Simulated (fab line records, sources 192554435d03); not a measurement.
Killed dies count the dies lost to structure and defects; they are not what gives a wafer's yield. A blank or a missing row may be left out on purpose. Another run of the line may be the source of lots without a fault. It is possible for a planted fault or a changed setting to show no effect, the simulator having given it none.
Which of the tools did it?    flow n5 finfet    9 lots with 27 wafers sampled at 5 steps, on a route of 1938 steps

WHAT THE GAUGES READ, wafer by wafer
N5_STI_FIN_REVEAL_INSPECT_13: inspects for defects (darkfield).
lot   measured     on                 raw defect count
L693  day 2 18:56  defect inspect-02  4 10 10
L698  day 3 23:58  defect inspect-01  8 11 19
L701  day 4 18:43  defect inspect-02  8 13 18
L702  day 5 02:50  defect inspect-01  11 9 12
L704  day 5 15:59  defect inspect-01  674 658 698
L706  day 6 00:30  defect inspect-02  682 699 697
L712  day 7 12:25  defect inspect-02  18 16 7
L713  day 7 19:41  defect inspect-01  13 15 6
L714  day 8 03:17  defect inspect-01  7 15 16

TOOL THAT RAN EACH LOT (tool first, then ch and the chambers of the sampled wafers, then the start)
lot   N5_FIN_CUT_CUT_ETCH_26             N5_FIN_CUT_CUT_ETCH_27             N5_STI_FIN_REVEAL_RECESS_09        N5_STI_FIN_REVEAL_PRECLEAN_18
L693  rie diel-01 ch 0,2,3, day 2 09:40  rie diel-01 ch 0,2,3, day 2 09:43  vapor etch-01 ch 0,1, day 2 16:09  wet bench-02 ch 1,5,6, day 2 18:53
L698  rie diel-02 ch 1,2,3, day 3 14:44  rie diel-02 ch 1,2,3, day 3 14:47  vapor etch-01 ch 0,1, day 3 21:10  wet bench-02 ch 4,5,6, day 3 23:55
L701  rie diel-01 ch 2,3, day 4 09:31    rie diel-01 ch 2,3, day 4 09:34    vapor etch-02 ch 0,1, day 4 15:55  wet bench-03 ch 2,3,7, day 4 18:39
L702  rie diel-01 ch 1,2,3, day 4 16:46  rie diel-01 ch 1,2,3, day 4 16:49  vapor etch-01 ch 0,1, day 5 00:03  wet bench-02 ch 0,3,4, day 5 02:47
L704  rie diel-01 ch 0,2,3, day 5 05:46  rie diel-01 ch 0,2,3, day 5 05:49  vapor etch-02 ch 0,1, day 5 13:13  wet bench-02 ch 2,3,6, day 5 15:56
L706  rie diel-02 ch 1,2,3, day 5 15:19  rie diel-02 ch 1,2,3, day 5 15:22  vapor etch-02 ch 0,1, day 5 21:42  wet bench-02 ch 2,4,5, day 6 00:26
L712  rie diel-01 ch 1,2,3, day 7 03:07  rie diel-01 ch 1,2,3, day 7 03:09  vapor etch-02 ch 0,1, day 7 09:38  wet bench-06 ch 1,3,6, day 7 12:22
L713  rie diel-02 ch 0,1,2, day 7 09:56  rie diel-02 ch 0,1,2, day 7 09:59  vapor etch-02 ch 0,1, day 7 16:44  wet bench-03 ch 0,2,6, day 7 19:38
L714  rie diel-06 ch 1,2,3, day 7 16:31  rie diel-06 ch 1,2,3, day 7 16:33  vapor etch-02 ch 0,1, day 8 00:19  wet bench-03 ch 4,5,6, day 8 03:14
- N5_FIN_CUT_CUT_ETCH_26: etches SiNx in CH3F/O2, target depth 39 nm, time 55.7 s.
- N5_FIN_CUT_CUT_ETCH_27: etches SiO2 in CHF3/O2, target depth 4 nm, overetch 2 nm, time 4.9 s.
- N5_STI_FIN_REVEAL_RECESS_09: chemistry HF/NH3, target SiO2, afs cycles 11, target depth 42.5 nm, sublimation time 60 s.
- N5_STI_FIN_REVEAL_PRECLEAN_18: cleans in SC2, time 45 s.

THE ANSWER, worked out from the rows above alone
Rule: the lots themselves supply what counts as usual. The widest of any qualifying gaps counts: lots, ordered by their means at a reading, are off when they make up no more than a third of the lots, leave a main group of 4 or more, and stand apart from it by 3 or more times the standard deviation of that group's means. A main group is skipped when, at the precision printed for the reading in the tables above, its means are all equal. Also off: a lot with no number at a reading for which 4 or more lots have one. Where the step has rows for the other lots, those lots are counted as sound.
Off: L704, L706 (N5_STI_FIN_REVEAL_INSPECT_13, raw defect count). The main group: mean 12, standard deviation 1.8.
If a tool, at a process step before that reading, ran all the lots that are off and no sound lot after the first of them, it fits. Gauges at N5_STI_FIN_REVEAL_INSPECT_13: tried the same way as those tools. One candidate fits, namely wet bench-02 at N5_STI_FIN_REVEAL_PRECLEAN_18. Its last sound lot is L702 (day 5 02:47), its first lot that is off L704 (day 5 15:56): a fault that began between those two fits.

WHAT WAS PUT IN BY THE SIMULATOR
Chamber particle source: wet bench-02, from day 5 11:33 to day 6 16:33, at N5_STI_FIN_REVEAL_PRECLEAN_18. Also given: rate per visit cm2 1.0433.
Shown lots that were struck: L704, L706. This agrees with what the rule above found.
